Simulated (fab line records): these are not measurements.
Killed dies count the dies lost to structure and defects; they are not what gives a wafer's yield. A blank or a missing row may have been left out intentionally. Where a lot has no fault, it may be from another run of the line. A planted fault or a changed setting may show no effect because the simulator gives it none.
Chamber matching :: flow nandHarc :: rieDiel-13 running NHARC_A_STAIRCASE_ETCH_444: 4 sister chambers
The step etches the open film in C4F8/O2, target depth 10200 nm, time 3400 s. 8 wafers are shown with their chamber, then 8 later ones without.

== WAFERS PAIRED WITH THEIR CHAMBERS ==
wafer: L081.4
chamber: 1
rfVppV (V): 808
oesProductAu (a.u.): 0.922

wafer: L081.6
chamber: 0
rfVppV (V): 798
oesProductAu (a.u.): 0.919

wafer: L083.4
chamber: 1
rfVppV (V): 808
oesProductAu (a.u.): 0.925

wafer: L083.5
chamber: 3
rfVppV (V): 812
oesProductAu (a.u.): 0.928

wafer: L083.6
chamber: 0
rfVppV (V): 800
oesProductAu (a.u.): 0.921

wafer: L088.5
chamber: 2
rfVppV (V): 809
oesProductAu (a.u.): 0.909

wafer: L088.6
chamber: 3
rfVppV (V): 812
oesProductAu (a.u.): 0.923

wafer: L087.3
chamber: 2
rfVppV (V): 810
oesProductAu (a.u.): 0.911

== WAFERS WHOSE CHAMBER IS MISSING ==
wafer: L087.4
rfVppV (V): 808
oesProductAu (a.u.): 0.914

wafer: L087.5
rfVppV (V): 806
oesProductAu (a.u.): 0.928

wafer: L091.1
rfVppV (V): 798
oesProductAu (a.u.): 0.918

wafer: L091.2
rfVppV (V): 810
oesProductAu (a.u.): 0.908

wafer: L091.5
rfVppV (V): 812
oesProductAu (a.u.): 0.926

wafer: L094.3
rfVppV (V): 799
oesProductAu (a.u.): 0.917

wafer: L094.4
rfVppV (V): 812
oesProductAu (a.u.): 0.934

wafer: L094.5
rfVppV (V): 800
oesProductAu (a.u.): 0.917

== WHICH CHAMBER EACH ONE RAN IN ==
wafer: L087.4
from the rows above: can't be placed: 2 or 1
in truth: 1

wafer: L087.5
from the rows above: 1
in truth: 1

wafer: L091.1
from the rows above: 0
in truth: 0

wafer: L091.2
from the rows above: 2
in truth: 2

wafer: L091.5
from the rows above: 3
in truth: 3

wafer: L094.3
from the rows above: 0
in truth: 0

wafer: L094.4
from the rows above: 3
in truth: 3

wafer: L094.5
from the rows above: 0
in truth: 0
Placed correctly: 7 of 8. Can't be placed from these rows: 1 (the true chamber is among the candidates in 1). 0 placed wrongly.
How it was worked out, from the rows above alone: a wafer's distance from a chamber is the root of the sum, over the readings, of the square of ((its reading less the chamber's mean) divided by the reading's scatter). If the next closest chamber is less than 2 further off than the closest, the wafer can't be placed; otherwise it belongs to the closest. Each chamber's mean is taken over the wafers shown for it. The scatter: the root of (the sum of the squares of (reading less its chamber's mean) over the shown wafers, divided by (wafers less chambers)).
